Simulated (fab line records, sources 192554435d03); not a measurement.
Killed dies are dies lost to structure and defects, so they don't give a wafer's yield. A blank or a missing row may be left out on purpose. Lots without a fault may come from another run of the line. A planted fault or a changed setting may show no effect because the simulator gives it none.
A struck lot beside a sound one | flow n5_finfet | 14 steps out of a route of 1938
Sound: wafers L746.1, L746.2, L746.6. Struck: wafers L750.1, L750.4, L750.5. The cause comes at the end.
At each step with rows: each side's tool, then ch and its chambers, then its first start. Under that, the readings that differ: sound wafers | struck wafers | difference of the means | sigmas: that difference in standard deviations of wafers without a fault.
alike: readings whose means differ by less than 2 such deviations, and words and numbers that are the same on both sides. not compared: withheld readings, readings that some wafer has no value for, bounds like >300 that may hide the same value, and numbers for which the record gives no deviation and whose values overlap.
The two part at a step that has a row with sigmas, a row that says differs or no value, or rows on one side only. Numbers that don't overlap but have no deviation are shown without sigmas and don't part them. A reading that every wafer of one side lacks parts them only if that side has two wafers or more.

first, 9 steps without rows for these wafers: N5_BEOL_M0_CUTY_DESCUM_61 (chemistry O2, time 7.9 s); N5_BEOL_M0_CUTY_ETCH_62 (etches SiARC in CF4, time 58.5 s); N5_BEOL_M0_CUTY_ETCH_63 (etches SOC in N2/H2, target depth 82.7 nm, overetch 16.5 nm, time 124 s); N5_BEOL_M0_CUTY_STRIP_64 (strips in N2/H2); N5_BEOL_M0_ETCH_138 (etches SiCN in CH3F/O2, target depth 12 nm, time 31.6 s); N5_BEOL_M0_HM_OPEN_105 (chemistry Cl2/BCl3, target TiN, target depth 12 nm); N5_BEOL_M0_STRIP_140 (strips in CF4); N5_BEOL_M0_STRIP_104 (strips in N2/H2); N5_BEOL_M0_WET_ETCH_106 (etches SiO2 in DHF, target depth 130 nm, rinse time 30 s).
N5_BEOL_M0_ETCH_128: etches SiCN in CF4/N2, target depth 12 nm, overetch 5.1 nm, time 21.4 s.
  sound on rie_diel-06 ch 1,3, day 8 22:14; struck on rie_diel-01 ch 0,2, day 9 17:38
  no value came back on the struck wafers for any of 7 readings (bias_w (W), cf4_flow_sccm (sccm) and others); on the sound wafers bias_w (W) reads 70.08 70.14 69.98
  reading                                         | sound        | struck       | difference | sigmas
  model.SiCN_of_BEOL_M0_SAQP_PECVD_03.thk_nm (nm) | 0 0 0        | 8 8.4 8.4    | +8         |
  model.TiN_of_BEOL_M0_SAQP_HM_DEP_02.thk_nm (nm) | 11 10.8 11.2 | 11.8 12 11.8 | +0.9       |
  not compared: rf_hours_counter_h
N5_BEOL_M0_TRENCH_ETCH_107: etches SiOC in C4F6/O2, target depth 32.8 nm, time 16.4 s.
  sound on rie_diel-06 ch 1,3, day 8 22:16; struck on rie_diel-01 ch 0,2, day 9 17:40
  reading                                         | sound       | struck         | difference | sigmas
  model.TiN_of_BEOL_M0_SAQP_HM_DEP_02.thk_nm (nm) | 9.6 9.6 9.8 | 10.4 10.6 10.6 | +0.9       |
  alike: C4F6_flow_sccm, O2_flow_sccm, drypump_motor_current_A, oes_f_703_au, oes_o_777_au, oes_product_au, rf_vpp_V, showerhead_plenum_p_Torr, throttle_valve_pct
  not compared: rf_hours_counter_h
then, 1 step without rows for these wafers: N5_BEOL_M0_STRIP_142 (strips in N2/H2, time 10 s).
N5_BEOL_M4_RC_MEAS_101:
  the record has rows for the sound wafers here (prober-01 ch 0, day 11 11:22) and none for the struck ones
N5_PASSIVATION_PROBE_49:
  the record has rows for the sound wafers here (prober-01, day 15 11:47) and none for the struck ones

WHERE THEY PART
First at N5_BEOL_M0_ETCH_128; last, within this record, at N5_PASSIVATION_PROBE_49.

WHY: what the simulator had put in
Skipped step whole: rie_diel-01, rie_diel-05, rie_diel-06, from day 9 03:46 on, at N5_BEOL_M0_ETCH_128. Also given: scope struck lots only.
